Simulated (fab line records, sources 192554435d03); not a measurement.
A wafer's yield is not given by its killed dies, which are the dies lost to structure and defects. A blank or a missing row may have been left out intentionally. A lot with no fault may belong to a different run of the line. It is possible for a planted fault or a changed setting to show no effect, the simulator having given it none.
Which of the tools did it? -- flow n5Finfet -- 26 wafers from 9 lots sampled at 6 of the route's 1938 steps

WHAT THE GAUGES SHOWED, per wafer
N5_FIN_CUT_OVL_MEAS_09. Usual: FIN_CUT_OVL typically reads 0.6 nm, with standard deviation 0.64.
lot,measured,on,FIN_CUT_OVL (nm),flag
L292,day 2 16:11,overlay-02,1.0 0.8 0.3,
L294,day 3 06:01,overlay-01,-0.2 0.1,
L296,day 3 19:52,overlay-02,1.0 0.4 1.0,
L297,day 4 02:20,overlay-01,1.7 2.2 0.0,
L298,day 4 04:49,overlay-02,1.3 0.4 0.6,
L302,day 5 02:08,overlay-01,0.6 -0.5 0.0,
L308,day 6 15:10,overlay-02,0.6 1.6 1.4,
L309,day 6 23:58,overlay-02,-0.2 0.0 0.1,
L312,day 8 05:25,overlay-01,1.3 0.1 0.1,

N5_FIN_CUT_INSPECT_17: inspects for defects (brightfield). Usual: 217 for rawDefectCount, sd 64.
lot,measured,on,rawDefectCount,flag
L292,day 2 17:15,defectInspect-01,205 179 154,
L294,day 3 07:05,defectInspect-01,324 361,
L296,day 3 20:52,defectInspect-02,186 164 232,
L297,day 4 03:28,defectInspect-02,255 306 179,
L298,day 4 05:56,defectInspect-01,202 227 241,
L302,day 5 03:07,defectInspect-01,190 165 219,
L308,day 6 16:24,defectInspect-02,701 740 653,OFF
L309,day 7 00:59,defectInspect-02,680 634 664,OFF
L312,day 8 06:25,defectInspect-01,135 145 136,

N5_BEOL_M4_RC_MEAS_101. Usual: DIBL_N 36.0 mV/V, standard deviation 1.9; DIBL_P 36.0 mV/V, standard deviation 2.1; IOFF_N 0.155 nA/um, standard deviation 0.029; IOFF_P 0.20 nA/um, standard deviation 0.032; ION_N 672 uA/um, standard deviation 11; ION_P 461 uA/um, standard deviation 6.9; SS_N 71.5 mV/dec, standard deviation 0.58; SS_P 73.2 mV/dec, standard deviation 0.64; VT_N 250.4 mV, standard deviation 2.9; VT_P -251.0 mV, standard deviation 2.8.
lot,measured,on,DIBL_N (mV/V),DIBL_P (mV/V),IOFF_N (nA/um),IOFF_P (nA/um),ION_N (uA/um),ION_P (uA/um),SS_N (mV/dec),SS_P (mV/dec),VT_N (mV),VT_P (mV),flag
L292,day 8 19:13,prober-01,34.9 35.2 36.4,34.6 35.3 35.9,0.145 0.160 0.168,0.22 0.22 0.22,661 670 669,457 462 460,71.4 71.6 72.3,72.4 73.1 72.6,249.4 245.6 247.4,-248.6 -248.3 -250.0,
L294,day 9 18:07,prober-01,34.8 36.1,34.1 35.2,0.124 0.143,0.19 0.20,666 660,460 460,71.1 71.8,72.9 73.1,252.0 251.5,-249.1 -249.3,
L296,day 10 05:05,prober-01,34.8 37.0 38.5,33.1 35.7 36.5,0.127 0.158 0.182,0.15 0.19 0.20,676 684 675,453 462 454,70.1 71.7 71.5,72.5 73.2 73.5,249.6 250.7 249.8,-256.0 -252.9 -251.3,
L297,day 10 07:43,prober-02,37.7 36.1 38.0,38.7 36.5 38.1,0.197 0.157 0.179,0.25 0.22 0.23,671 675 665,459 459 453,72.4 71.7 72.1,73.5 74.0 73.7,246.4 251.4 249.0,-249.8 -250.4 -251.9,
L298,day 10 11:44,prober-01,38.1 35.3 37.7,38.0 34.2 37.6,0.178 0.125 0.177,0.22 0.17 0.21,688 671 690,468 459 464,71.8 71.0 71.1,73.3 72.6 73.1,247.4 253.8 247.6,-249.7 -253.8 -250.1,
L302,day 11 09:58,prober-01,34.1 38.1 35.3,33.6 39.0 34.9,0.122 0.217 0.142,0.16 0.26 0.18,657 684 673,462 466 459,71.4 72.7 71.2,72.6 74.0 73.4,252.1 243.7 248.6,-255.5 -250.7 -252.9,
L308,day 12 19:56,prober-02,36.7 37.2 38.1,37.7 38.2 40.4,0.173 0.186 0.202,0.23 0.24 0.28,684 669 688,470 460 475,71.7 71.4 72.0,73.8 74.2 74.6,248.6 245.9 245.9,-248.9 -247.8 -245.5,
L309,day 13 00:13,prober-02,35.1 32.9 35.1,36.4 34.1 37.0,0.144 0.119 0.155,0.21 0.18 0.22,677 654 681,467 453 469,70.6 70.8 71.7,73.3 72.2 73.2,249.4 250.0 247.5,-251.5 -251.7 -249.1,
L312,day 14 01:47,prober-01,34.4 33.3 32.8,35.1 33.1 33.0,0.149 0.118 0.119,0.19 0.15 0.16,682 661 674,466 450 462,71.6 71.0 70.4,73.0 72.6 72.9,252.9 255.5 251.2,-249.1 -255.7 -253.9,

EACH LOT AND THE TOOL THAT RAN IT (in order: tool; ch and the chambers of the sampled wafers; start)
lot,N5_FIN_CUT_CUT_ETCH_15,N5_FIN_CUT_CUT_ETCH_28,N5_STI_FIN_REVEAL_DENSIFY_30
L292,"rieSi-01 ch 1,3, day 2 16:54","rieSi-01 ch 1,3, day 2 16:57","rtpAnneal-01 ch 0, day 2 23:20"
L294,"rieSi-01 ch 0,1, day 3 06:48","rieSi-01 ch 0,1, day 3 06:51","rtpAnneal-01 ch 0, day 3 12:34"
L296,"rieSi-03 ch 0,2,3, day 3 20:35","rieSi-03 ch 0,2,3, day 3 20:38","rtpAnneal-01 ch 0, day 4 02:29"
L297,"rieSi-05 ch 0,1, day 4 03:06","rieSi-05 ch 0,1, day 4 03:09","rtpAnneal-01 ch 0, day 4 09:07"
L298,"rieSi-05 ch 0,2, day 4 05:32","rieSi-05 ch 0,2, day 4 05:35","rtpAnneal-02 ch 0, day 4 11:28"
L302,"rieSi-05 ch 0,1,3, day 5 02:50","rieSi-05 ch 0,1,3, day 5 02:53","rtpAnneal-01 ch 0, day 5 08:37"
L308,"rieSi-05 ch 0,1,3, day 6 16:07","rieSi-05 ch 0,1,3, day 6 16:10","rtpAnneal-01 ch 0, day 6 22:34"
L309,"rieSi-05 ch 1,2,3, day 7 00:43","rieSi-05 ch 1,2,3, day 7 00:46","rtpAnneal-02 ch 0, day 7 06:34"
L312,"rieSi-03 ch 0,1,3, day 8 06:08","rieSi-03 ch 0,1,3, day 8 06:11","rtpAnneal-01 ch 0, day 8 11:53"
- N5_FIN_CUT_CUT_ETCH_15: etches Si in HBr/Cl2/O2, target depth 100 nm, bt time 10 s, time 42.4 s.
- N5_FIN_CUT_CUT_ETCH_28: etches Si in HBr/Cl2/O2, target depth 6 nm, time 2.4 s.
- N5_STI_FIN_REVEAL_DENSIFY_30

AS READ BY THE TOOLS THEMSELVES (means over the sampled wafers that have a number; for cases with no such wafer, the mark the record gives instead)
N5_FIN_CUT_CUT_ETCH_15. Usual: HBr_flow_sccm 150.0 sccm, standard deviation 0.43; drypumpMotorCurrentA 5.8 A, standard deviation 0.57; heBacksideLeakSccm 2.7 sccm, standard deviation 0.37; oesProductAu 1.007 a.u., standard deviation 0.013; throttleValvePct 37.0 %, standard deviation 0.38.
lot,tool,HBr_flow_sccm (sccm),drypumpMotorCurrentA (A),heBacksideLeakSccm (sccm),oesProductAu (a.u.),throttleValvePct (%),flag
L292,rieSi-01,150.1,5.5,2.5,0.998,36.8,
L294,rieSi-01,150.1,6.0,2.3,0.999,37.0,
L296,rieSi-03,149.9,5.6,2.9,1.013,37.1,
L297,rieSi-05,150.4,5.9,2.5,1.014,36.8,
L298,rieSi-05,150.1,6.3,2.6,1.011,36.8,
L302,rieSi-05,149.6,5.9,2.6,1.006,36.9,
L308,rieSi-05,150.0,5.9,2.6,1.006,36.9,
L309,rieSi-05,150.4,5.9,2.9,1.003,36.9,
L312,rieSi-03,150.2,5.5,2.8,1.020,37.2,

N5_FIN_CUT_CUT_ETCH_28. Usual: HBr_flow_sccm 150.1 sccm, standard deviation 0.41; drypumpMotorCurrentA 5.8 A, standard deviation 0.57; heBacksideLeakSccm 2.7 sccm, standard deviation 0.39; oesProductAu 1.006 a.u., standard deviation 0.013; throttleValvePct 37.0 %, standard deviation 0.38.
lot,tool,HBr_flow_sccm (sccm),drypumpMotorCurrentA (A),heBacksideLeakSccm (sccm),oesProductAu (a.u.),throttleValvePct (%),flag
L292,rieSi-01,150.1,5.5,2.4,0.994,36.7,
L294,rieSi-01,150.1,6.0,2.4,1.006,37.0,
L296,rieSi-03,150.0,5.5,2.8,1.015,37.1,
L297,rieSi-05,149.7,5.9,2.4,1.013,36.8,
L298,rieSi-05,150.5,6.3,2.7,1.014,36.8,
L302,rieSi-05,150.0,5.9,2.7,1.005,37.0,
L308,rieSi-05,150.4,5.9,2.5,1.001,37.0,
L309,rieSi-05,149.8,5.9,2.7,1.003,36.9,
L312,rieSi-03,149.8,5.5,2.9,1.022,37.1,

N5_STI_FIN_REVEAL_DENSIFY_30. Usual: lampPowerPct 11.54 %, standard deviation 0.057; lamp_zone_1_pct 11.526 %, standard deviation 0.02.
lot,tool,lampPowerPct (%),lamp_zone_1_pct (%),flag
L292,rtpAnneal-01,11.54,11.536,
L294,rtpAnneal-01,11.50,11.527,
L296,rtpAnneal-01,11.58,11.536,
L297,rtpAnneal-01,11.54,11.520,
L298,rtpAnneal-02,11.52,11.524,
L302,rtpAnneal-01,11.54,11.515,
L308,rtpAnneal-01,11.59,11.511,
L309,rtpAnneal-02,11.51,11.488,
L312,rtpAnneal-01,11.54,11.520,

THE ANSWER, worked out from the rows above alone
Rule: a lot is off if the mean of its wafers that have a number lies more than 3 standard deviations from the usual mean. A lot without any number at a reading at which 4 lots or more have one is off too. All remaining lots with rows at the step are treated as sound. First the gauges in route order, then the tools' own readings, where a lot's mean is used as printed above. At the first step where some lot is off, the reading lying furthest off is the one used; lots without a number count as furthest.
Off, at N5_FIN_CUT_INSPECT_17 on rawDefectCount: L308, L309.
A tool fits if, at a process step before that reading, it ran every lot that is off, and no sound lot after the first of them. Those tools and the gauges at N5_FIN_CUT_INSPECT_17 are tried in the same way. This does not decide it: 2 tools fit, namely rieSi-05 at N5_FIN_CUT_CUT_ETCH_15 and N5_FIN_CUT_CUT_ETCH_28 and defectInspect-02 at N5_FIN_CUT_INSPECT_17.

WHAT THE SIMULATOR HAD INSERTED
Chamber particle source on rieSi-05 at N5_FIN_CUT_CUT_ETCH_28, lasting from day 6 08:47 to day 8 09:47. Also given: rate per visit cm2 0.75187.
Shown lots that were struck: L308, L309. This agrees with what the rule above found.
